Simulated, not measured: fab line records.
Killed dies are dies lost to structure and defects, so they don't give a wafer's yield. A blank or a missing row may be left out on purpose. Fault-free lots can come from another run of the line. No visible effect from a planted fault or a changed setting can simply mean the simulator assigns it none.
Chamber matching ; flow n5Finfet ; aldMetal-02 running N5_BEOL_M4_ALD_84: 4 sister chambers
The step deposits TaN, pulse time 2 s, purge time 3 s, co reactant purge time 2 s. 4 wafers are shown with their chamber, then 11 later ones without.

WAFERS WITH THEIR CHAMBER
wafer;chamber;heaterPowerW (W)
L081.5;1;418
L084.1;2;383
L084.4;0;383
L087.2;3;416

WAFERS WHOSE CHAMBER IS MISSING
wafer;heaterPowerW (W)
L087.4;379
L087.6;418
L090.1;413
L090.5;397
L090.6;387
L092.2;423
L092.5;405
L092.6;381
L094.4;416
L094.5;417
L094.6;391

CHAMBER TAKEN BY EACH
wafer;from the rows above;in truth
L087.4;can't be placed: 0 or 2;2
L087.6;can't be placed: 1 or 3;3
L090.1;can't be placed: 3 or 1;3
L090.5;can't be placed: 0 or 2 or 3 or 1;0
L090.6;can't be placed: 0 or 2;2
L092.2;can't be placed: 1 or 3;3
L092.5;can't be placed: 3 or 1 or 0 or 2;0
L092.6;can't be placed: 0 or 2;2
L094.4;can't be placed: 3 or 1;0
L094.5;can't be placed: 1 or 3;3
L094.6;can't be placed: 0 or 2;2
Placed correctly: 0 of 11. Not placeable from these rows: 11 (in 10, the candidates include the true chamber). Wrongly placed: 0.
How it was worked out, from the rows above alone: a wafer's distance from a chamber is the root of the sum, over the readings, of the square of ((its reading less the chamber's mean) divided by the reading's scatter). The wafer belongs to the nearest chamber; if the next one is less than 2 further off, it can't be placed. A chamber's mean is the mean of its shown wafers. The scatter: root of mean squared gap, hidden wafer to nearest shown wafer, with one shown wafer a chamber.
